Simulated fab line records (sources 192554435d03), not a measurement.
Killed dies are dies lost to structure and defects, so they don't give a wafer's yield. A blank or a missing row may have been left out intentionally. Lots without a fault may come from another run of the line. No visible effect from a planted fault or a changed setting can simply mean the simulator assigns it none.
Matching of chambers :: flow n5 finfet :: N5_BEOL_M0_STRIP_142 on rie diel-04 has 4 sister chambers
The step strips in N2/H2, time 10 s. 16 wafers are shown with their chamber, then 8 later ones without.

## WAFERS, EACH WITH ITS CHAMBER
wafer: L077.1
chamber: 0
showerhead plenum p Torr (Torr): 2.57
drypump motor current A (A): 5.8
throttle valve pct (%): 23.37

wafer: L077.4
chamber: 1
showerhead plenum p Torr (Torr): 2.43
drypump motor current A (A): 6.1
throttle valve pct (%): 23.77

wafer: L077.5
chamber: 0
showerhead plenum p Torr (Torr): 2.56
drypump motor current A (A): 5.8
throttle valve pct (%): 23.35

wafer: L080.1
chamber: 1
showerhead plenum p Torr (Torr): 2.43
drypump motor current A (A): 6.2
throttle valve pct (%): 23.77

wafer: L080.3
chamber: 2
showerhead plenum p Torr (Torr): 2.58
drypump motor current A (A): 5.6
throttle valve pct (%): 23.61

wafer: L080.6
chamber: 1
showerhead plenum p Torr (Torr): 2.43
drypump motor current A (A): 6.1
throttle valve pct (%): 23.77

wafer: L085.1
chamber: 2
showerhead plenum p Torr (Torr): 2.58
drypump motor current A (A): 5.6
throttle valve pct (%): 23.59

wafer: L085.2
chamber: 1
showerhead plenum p Torr (Torr): 2.43
drypump motor current A (A): 6.1
throttle valve pct (%): 23.77

wafer: L085.4
chamber: 3
showerhead plenum p Torr (Torr): 2.42
drypump motor current A (A): 5.5
throttle valve pct (%): 23.39

wafer: L088.1
chamber: 3
showerhead plenum p Torr (Torr): 2.42
drypump motor current A (A): 5.5
throttle valve pct (%): 23.38

wafer: L088.2
chamber: 0
showerhead plenum p Torr (Torr): 2.56
drypump motor current A (A): 5.8
throttle valve pct (%): 23.38

wafer: L088.6
chamber: 3
showerhead plenum p Torr (Torr): 2.42
drypump motor current A (A): 5.5
throttle valve pct (%): 23.39

wafer: L090.1
chamber: 3
showerhead plenum p Torr (Torr): 2.42
drypump motor current A (A): 5.5
throttle valve pct (%): 23.41

wafer: L090.3
chamber: 1
showerhead plenum p Torr (Torr): 2.42
drypump motor current A (A): 6.2
throttle valve pct (%): 23.79

wafer: L090.5
chamber: 2
showerhead plenum p Torr (Torr): 2.58
drypump motor current A (A): 5.6
throttle valve pct (%): 23.63

wafer: L092.1
chamber: 2
showerhead plenum p Torr (Torr): 2.57
drypump motor current A (A): 5.6
throttle valve pct (%): 23.62

SIGNATURES (averages over the wafers above)
reading: showerhead plenum p Torr
chamber 0: 2.5633
chamber 1: 2.4280
chamber 2: 2.5775
chamber 3: 2.4200
scatter within a chamber: 0.0043

reading: drypump motor current A
chamber 0: 5.800
chamber 1: 6.140
chamber 2: 5.600
chamber 3: 5.500
scatter within a chamber: 0.0316

reading: throttle valve pct
chamber 0: 23.3667
chamber 1: 23.7740
chamber 2: 23.6125
chamber 3: 23.3925
scatter within a chamber: 0.0133
Rule: distance of a wafer from a chamber = root of the sum over the readings of ((wafer's reading minus chamber's mean) / reading's scatter) squared. The wafer belongs to the nearest chamber; if the next one is less than 2 further off, it can't be placed. The scatter: take each reading less its chamber's mean, square it, sum over the shown wafers, divide by the number of wafers less the number of chambers, and take the root.

## WAFERS WHOSE CHAMBER IS MISSING
wafer: L092.3
showerhead plenum p Torr (Torr): 2.42
drypump motor current A (A): 6.1
throttle valve pct (%): 23.79

wafer: L092.5
showerhead plenum p Torr (Torr): 2.57
drypump motor current A (A): 5.6
throttle valve pct (%): 23.63

wafer: L093.3
showerhead plenum p Torr (Torr): 2.42
drypump motor current A (A): 6.1
throttle valve pct (%): 23.78

wafer: L093.4
showerhead plenum p Torr (Torr): 2.42
drypump motor current A (A): 5.5
throttle valve pct (%): 23.39

wafer: L093.6
showerhead plenum p Torr (Torr): 2.42
drypump motor current A (A): 6.1
throttle valve pct (%): 23.80

wafer: L095.2
showerhead plenum p Torr (Torr): 2.55
drypump motor current A (A): 5.8
throttle valve pct (%): 23.38

wafer: L095.4
showerhead plenum p Torr (Torr): 2.42
drypump motor current A (A): 5.5
throttle valve pct (%): 23.41

wafer: L095.5
showerhead plenum p Torr (Torr): 2.42
drypump motor current A (A): 6.1
throttle valve pct (%): 23.81

## THE CHAMBER EACH PASSED THROUGH
wafer: L092.3
from the rows above: 1
in truth: 1

wafer: L092.5
from the rows above: 2
in truth: 2

wafer: L093.3
from the rows above: 1
in truth: 1

wafer: L093.4
from the rows above: 3
in truth: 3

wafer: L093.6
from the rows above: 1
in truth: 1

wafer: L095.2
from the rows above: 0
in truth: 0

wafer: L095.4
from the rows above: 3
in truth: 3

wafer: L095.5
from the rows above: 1
in truth: 1
Placed correctly: 8 of 8. Not placeable from these rows: 0. Number placed wrongly: 0.
